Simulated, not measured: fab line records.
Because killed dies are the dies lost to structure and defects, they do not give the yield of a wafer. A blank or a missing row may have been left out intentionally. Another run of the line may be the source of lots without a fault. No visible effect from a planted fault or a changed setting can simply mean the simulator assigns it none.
Matching of chambers -- flow n5Finfet -- rieDiel-06 running N5_MOL_CONTACT_COAG_STRIP_72: 4 sister chambers
The step strips in N2/H2. 20 wafers are shown with their chamber, then 10 later ones without.

WAFERS WITH THEIR CHAMBER
wafer,chamber,showerheadPlenumPTorr (Torr),drypumpMotorCurrentA (A),throttleValvePct (%)
L074.2,2,2.49,5.7,23.71
L074.3,3,2.42,6.1,23.98
L074.5,1,2.53,5.6,23.22
L076.2,3,2.42,6.1,23.99
L076.4,1,2.53,5.6,23.24
L076.5,3,2.42,6.2,24.01
L078.1,1,2.53,5.6,23.20
L078.3,0,2.70,5.3,23.61
L078.5,3,2.42,6.1,24.01
L079.3,3,2.42,6.2,23.96
L079.4,1,2.53,5.6,23.25
L079.6,0,2.70,5.3,23.62
L082.1,3,2.41,6.2,23.99
L082.3,1,2.53,5.6,23.27
L082.4,0,2.70,5.3,23.61
L083.1,1,2.52,5.6,23.27
L083.3,0,2.70,5.3,23.63
L083.6,0,2.70,5.3,23.63
L086.1,2,2.48,5.7,23.43
L086.2,0,2.70,5.3,23.61

SIGNATURES (means of the wafers above)
reading,chamber 0,chamber 1,chamber 2,chamber 3,scatter within a chamber
showerheadPlenumPTorr,2.7000,2.5283,2.4850,2.4183,0.00368
drypumpMotorCurrentA,5.300,5.600,5.700,6.150,0.0306
throttleValvePct,23.6183,23.2417,23.5700,23.9900,0.0532
Rule: a wafer's distance from a chamber is the root of the sum, over the readings, of the square of ((its reading less the chamber's mean) divided by the reading's scatter). If the next closest chamber is less than 2 further off than the closest, the wafer can't be placed; otherwise it belongs to the closest. The scatter is the square root of a quotient: the sum, over the shown wafers, of each reading's squared deviation from its chamber's mean, divided by wafers minus chambers.

WAFERS WHOSE CHAMBER IS MISSING
wafer,showerheadPlenumPTorr (Torr),drypumpMotorCurrentA (A),throttleValvePct (%)
L086.6,2.48,5.7,23.42
L089.3,2.69,5.3,23.61
L089.5,2.41,6.2,24.04
L089.6,2.69,5.3,23.64
L090.1,2.52,5.6,23.27
L090.2,2.48,5.7,23.40
L090.4,2.41,6.2,23.98
L095.1,2.40,6.1,24.08
L095.2,2.69,5.3,23.66
L095.5,2.52,5.6,23.31

WHICH CHAMBER EACH WENT THROUGH
wafer,from the rows above,in truth
L086.6,2,2
L089.3,0,0
L089.5,3,3
L089.6,0,0
L090.1,1,1
L090.2,2,2
L090.4,3,3
L095.1,3,3
L095.2,0,0
L095.5,1,1
10 of 10 placed correctly. Can't be placed from these rows: 0. 0 placed wrongly.
